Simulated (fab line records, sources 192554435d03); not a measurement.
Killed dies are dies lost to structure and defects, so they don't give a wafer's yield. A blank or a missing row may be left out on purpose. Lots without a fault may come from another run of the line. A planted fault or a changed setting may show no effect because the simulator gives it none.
Problem report in the 8D (eight disciplines) form, filled by code | flow n5_finfet | the parts of the form that need people (team, actions taken, sign-off) are left out

1. THE PROBLEM
oes_product_au at N5_BEOL_M0_SAQP_ETCH_102 reads a mean of 0.858 a.u. on 3 wafers of 2 lots; wafers without a fault read 0.994 a.u. with a standard deviation of 0.023. That is -5.9 standard deviations from the usual mean.
The step: etches SiO2 in CF4, target depth 4 nm, time 4.4 s.
First seen on wafer L146.4, day 8 19:02, on rie_si-06. The record holds 16 wafers of 6 lots with a number at this step. Rule for "out", or "out of limits": more than 4 standard deviations from the usual mean. The other wafers with a number count as sound.

2. WHAT IT IS AND WHAT IT IS NOT
question                    | is                     | is not
which readings at this step | oes_product_au         | drypump_motor_current_A, rf_fwd_power_W, throttle_valve_pct
which lots                  | L146, L150             | L135, L143, L153, L156
which wafers of those lots  | L146.4, L150.4, L150.5 | L146.1
read on which tools         | rie_si-06              | rie_si-01, rie_si-04
when                        | from day 8 19:02       | up to then (7 sound wafers); but 6 sound wafers of L153, L156 came after

3. SUSPECTS, AND WHAT RULES EACH OUT
Counting: a tool at a process step up to the reading stays a suspect if it ran every lot that is out. Sound lots after the first of them don't rule it out here, since some wafers of a struck lot are sound.
- rie_diel-04 at N5_BEOL_M0_SAQP_STRIP_86 (strips in N2/H2): kept. It ran every lot that is out, first L146 (day 8 15:28).
- rie_si-06 at N5_BEOL_M0_SAQP_ETCH_102 (etches SiO2 in CF4, target depth 4 nm, time 4.4 s): kept. It ran every lot that is out, first L146 (day 8 19:02); its last sound lot up to then is L135 (day 6 12:04). Its own readings are out on those wafers: oes_product_au.
Left after counting: rie_diel-04 at N5_BEOL_M0_SAQP_STRIP_86, rie_si-06 at N5_BEOL_M0_SAQP_ETCH_102.

4. THE CAUSE (what the simulator had put in)
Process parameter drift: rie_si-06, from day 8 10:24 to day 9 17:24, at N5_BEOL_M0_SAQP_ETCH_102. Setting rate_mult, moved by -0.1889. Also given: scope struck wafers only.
Counting left 2 suspects, and this tool is among them.

5. THE CHAIN OF EFFECTS, in route order
Each row: a reading whose mean over the struck wafers that have a number lies more than 3 standard deviations from the usual. Only readings for which the record gives a usual standard deviation are gone through. hours: the time from each lot's start at the first step in this table that gives one to its start at this step, as a median over the lots. sigmas: the change in usual standard deviations.
hours | step                     | reading        | usual      | on struck wafers | change | sigmas
0     | N5_BEOL_M0_SAQP_ETCH_102 | oes_product_au | 0.994 a.u. | 0.858            | -0.136 | -5.9
The process steps in it:
- N5_BEOL_M0_SAQP_ETCH_102: etches SiO2 in CF4, target depth 4 nm, time 4.4 s.
Later measuring or inspecting steps at which every struck wafer that the step has a row for has a number for every such reading, and none has moved that far: N5_BEOL_M4_RC_MEAS_101.

6. WHAT WOULD HAVE CAUGHT IT SOONER
In this record the first reading out of limits was taken at day 8 19:02, 9 hours after the fault began at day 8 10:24.
